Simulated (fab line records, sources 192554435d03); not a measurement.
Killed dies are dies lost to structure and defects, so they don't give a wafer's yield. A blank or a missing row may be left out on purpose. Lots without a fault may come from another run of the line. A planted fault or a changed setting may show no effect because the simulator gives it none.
Chamber matching | flow n5_finfet | N5_BEOL_M6_ALD_77 on ald_metal-01: 4 sister chambers
The step deposits TaN, target thk 2 nm, pulse time 2 s, purge time 3 s. 4 wafers are shown with their chamber, then 9 later ones without.

WAFERS WITH THEIR CHAMBER
wafer  | chamber | heater_power_w (W)
L085.3 | 3       | 435
L085.6 | 2       | 465
L090.4 | 1       | 387
L090.6 | 0       | 373

WAFERS WITHOUT THEIR CHAMBER
wafer  | heater_power_w (W)
L088.1 | 471
L088.3 | 384
L088.6 | 383
L092.4 | 438
L092.5 | 372
L092.6 | 398
L091.1 | 478
L091.5 | 370
L091.6 | 441

WHICH CHAMBER EACH WENT THROUGH
wafer  | from the rows above     | in truth
L088.1 | 2                       | 2
L088.3 | can't be placed: 1 or 0 | 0
L088.6 | can't be placed: 1 or 0 | 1
L092.4 | 3                       | 3
L092.5 | 0                       | 0
L092.6 | 1                       | 1
L091.1 | 2                       | 2
L091.5 | 0                       | 0
L091.6 | 3                       | 3
Placed correctly: 7 of 9. Can't be placed from these rows: 2 (the true chamber is among the candidates in 2). Placed wrongly: 0.
How it was worked out, from the rows above alone: a wafer's distance from a chamber is the root of the sum, over the readings, of the square of ((its reading less the chamber's mean) divided by the reading's scatter). The wafer belongs to the nearest chamber; if the next one is less than 2 further off, it can't be placed. A chamber's mean is the mean of its shown wafers. The scatter: with one shown wafer a chamber, the root of the mean of the squares of how far each hidden wafer lies from its nearest shown one.
